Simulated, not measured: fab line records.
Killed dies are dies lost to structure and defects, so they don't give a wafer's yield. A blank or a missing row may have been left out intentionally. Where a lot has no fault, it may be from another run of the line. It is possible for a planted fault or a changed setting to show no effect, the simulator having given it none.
Split-lot study -- flow n5 finfet -- 21 wafers read across 7 lots, on a route 1938 steps long

== THE SPLIT ITSELF ==
At N5_BEOL_M15_COAT_22 (resist thk 800 nm), the setting spin rpm was moved away from the recipe's 1704 rpm on 10 of the 21 wafers read, by -8.9% to +9.6%. This setting was run at the recipe's value on the other wafers.

The split's own step is where the reading is taken.

== THE READING ==
coat_of_BEOL_M15_COAT_22.thk nm (the simulator's own value, which no gauge read), in nm, at N5_BEOL_M15_COAT_22 (resist thk 800 nm). There is no usual value for it anywhere in the file. Here, 11 wafers ran the recipe; their average is 799.3 nm with a standard deviation of 3 nm.

wafer,"tool, chamber at the split","spin rpm as run, rpm",against the recipe,"coat_of_BEOL_M15_COAT_22.thk nm, nm",against lot-mates on the recipe
L077.2,"litho track-04, 0",1704,recipe,798.2,-
L077.4,"litho track-04, 0",1704,recipe,801,-
L077.5,"litho track-04, 0",1704,recipe,800.4,-
L076.1,"litho track-04, 0",1704,recipe,802.2,-
L076.2,"litho track-04, 0",1552,-8.9%,844.4,+42.2
L076.6,"litho track-04, 0",1552,-8.9%,839.4,+37.2
L081.4,"litho track-01, 0",1704,recipe,794.6,-
L081.5,"litho track-01, 0",1867,+9.6%,759.2,-34.8
L081.6,"litho track-01, 0",1704,recipe,793.4,-
L080.2,"litho track-03, 0",1577,-7.5%,835.4,+32.7
L080.5,"litho track-03, 0",1704,recipe,803.6,-
L080.6,"litho track-03, 0",1704,recipe,801.8,-
L084.1,"litho track-04, 0",1845,+8.3%,769.8,-31.0
L084.4,"litho track-04, 0",1845,+8.3%,768.2,-32.6
L084.5,"litho track-04, 0",1704,recipe,800.8,-
L085.2,"litho track-03, 0",1795,+5.3%,776.6,-21.4
L085.3,"litho track-03, 0",1704,recipe,798,-
L085.5,"litho track-03, 0",1704,recipe,798,-
L095.1,"litho track-01, 0",1839,+7.9%,769.8,no lot-mate on the recipe
L095.2,"litho track-01, 0",1839,+7.9%,771.2,no lot-mate on the recipe
L095.5,"litho track-01, 0",1839,+7.9%,769.4,no lot-mate on the recipe

FIT RESULTS
A straight line over all 21 wafers: coat_of_BEOL_M15_COAT_22.thk nm changes by -4.21 nm for each +1% of spin rpm; r = -0.99; the points scatter about the line by 3.4 nm.
The same after taking each lot's own level away (the mean of its wafers on the recipe; 18 wafers): -4.1 nm for each +1%; r = -1.00; scatter 1.9 nm.
On that fit, the largest move of spin rpm shifts the reading by 39 nm.
Measured against the standard deviation above, the lots' own levels, which go from 794.00 to 802.70 nm, span 2.9 times it.
The two slopes agree, so the slope changes little with the lot-to-lot level.
Check: with one of the wafers moved furthest among these (+9.6%) left out of the fit, the line predicts -39.3 nm for it against its lot-mates. It came out at -34.8 nm against them.

== THESE WAFERS: OTHER SPLITS ==
These wafers also went through other splits before the reading. Each is held against what the fit with the lots' levels taken away leaves over:
other split on the same wafers,wafers away from the commonest value,r with coat_of_BEOL_M15_COAT_22.thk nm (lot level and that fit taken away)
N5_BEOL_M10_COAT_22 spin rpm,6,+0.13
N5_BEOL_M12_TRENCH_ETCH_34 time s,7,-0.03
N5_BEOL_M14_PEB_26 peb temp c,6,+0.02
N5_BEOL_M14_DESCUM_33 time s,10,+0.21

== THE FILE'S OWN FIT ==
coat_of_BEOL_M15_COAT_22.thk nm changes by -4.04 nm for each +1% of spin rpm, r = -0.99.
